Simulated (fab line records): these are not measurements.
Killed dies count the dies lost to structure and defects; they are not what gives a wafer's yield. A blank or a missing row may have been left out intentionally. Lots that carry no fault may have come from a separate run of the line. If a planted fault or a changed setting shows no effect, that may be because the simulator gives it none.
Matching of chambers    flow n5_finfet    4 sister chambers for N5_BEOL_M1_ALD_98 on ald_sin-03
The step deposits SiO2, target thk 2.5 nm, pulse time 1 s, co reactant pulse time 1 s. 4 wafers are shown with their chamber, then 11 later ones without.

WAFERS PAIRED WITH THEIR CHAMBERS
wafer   chamber  heater_power_w (W)
L088.3  0        73
L087.4  3        87
L087.5  1        59
L089.1  2        86

WAFERS WHOSE CHAMBER IS MISSING
wafer   heater_power_w (W)
L089.3  58
L089.5  86
L094.1  71
L094.2  87
L094.4  87
L095.4  87
L095.5  85
L095.6  57
L096.1  87
L096.3  70
L096.5  84

THE CHAMBER EACH PASSED THROUGH
wafer   from the rows above      in truth
L089.3  1                        1
L089.5  can't be placed: 2 or 3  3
L094.1  0                        0
L094.2  can't be placed: 3 or 2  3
L094.4  can't be placed: 3 or 2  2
L095.4  can't be placed: 3 or 2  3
L095.5  can't be placed: 2 or 3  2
L095.6  1                        1
L096.1  can't be placed: 3 or 2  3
L096.3  0                        0
L096.5  can't be placed: 2 or 3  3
Correct placement for 4 of the 11. Unplaceable from these rows: 7, with the true chamber sitting among the candidates in 7. Wrongly placed: 0.
How it was worked out, from the rows above alone: a wafer's distance from a chamber is the root of the sum, over the readings, of the square of ((its reading less the chamber's mean) divided by the reading's scatter). The wafer belongs to the nearest chamber; if the next one is less than 2 further off, it can't be placed. For every chamber, the mean is computed from those of its wafers that are shown. The scatter: root of mean squared gap, hidden wafer to nearest shown wafer, with one shown wafer a chamber.
